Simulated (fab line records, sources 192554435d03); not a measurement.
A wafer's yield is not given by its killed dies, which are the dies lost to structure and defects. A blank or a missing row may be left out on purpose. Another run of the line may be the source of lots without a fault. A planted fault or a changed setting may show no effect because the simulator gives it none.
Matching of chambers	flow n5Finfet	pecvd-04 running N5_FIN_SAQP_PECVD_48: 3 sister chambers
The step deposits SiNx from SiH4/NH3/N2, target thk 25 nm, time 22.1 s. 6 wafers are shown with their chamber, then 8 later ones without.

## WAFERS, EACH WITH ITS CHAMBER
wafer	chamber	throttleValvePct (%)	showerheadPlenumPTorr (Torr)
L080.3	1	40.6	5.20
L080.6	2	37.5	5.06
L085.4	0	40.1	5.18
L085.5	1	40.7	5.22
L085.6	2	37.4	5.06
L086.1	0	40.0	5.20

## WAFERS WHOSE CHAMBER IS MISSING
wafer	throttleValvePct (%)	showerheadPlenumPTorr (Torr)
L086.3	40.6	5.21
L086.4	37.7	5.05
L088.1	40.8	5.19
L088.2	40.1	5.18
L088.6	37.7	5.06
L092.1	40.5	5.21
L092.2	40.0	5.20
L092.6	38.0	5.04

## CHAMBER TAKEN BY EACH
wafer	from the rows above	in truth
L086.3	1	1
L086.4	2	2
L088.1	1	1
L088.2	0	0
L088.6	2	2
L092.1	1	1
L092.2	0	0
L092.6	2	2
Correctly placed: 8 of 8. Number that these rows cannot place: 0. Placed wrongly: 0.
How it was worked out, from the rows above alone: a wafer's distance from a chamber is the root of the sum, over the readings, of the square of ((its reading less the chamber's mean) divided by the reading's scatter). If the next closest chamber is less than 2 further off than the closest, the wafer can't be placed; otherwise it belongs to the closest. For every chamber, the mean is computed from those of its wafers that are shown. The scatter: the root of (the sum of the squares of (reading less its chamber's mean) over the shown wafers, divided by (wafers less chambers)).
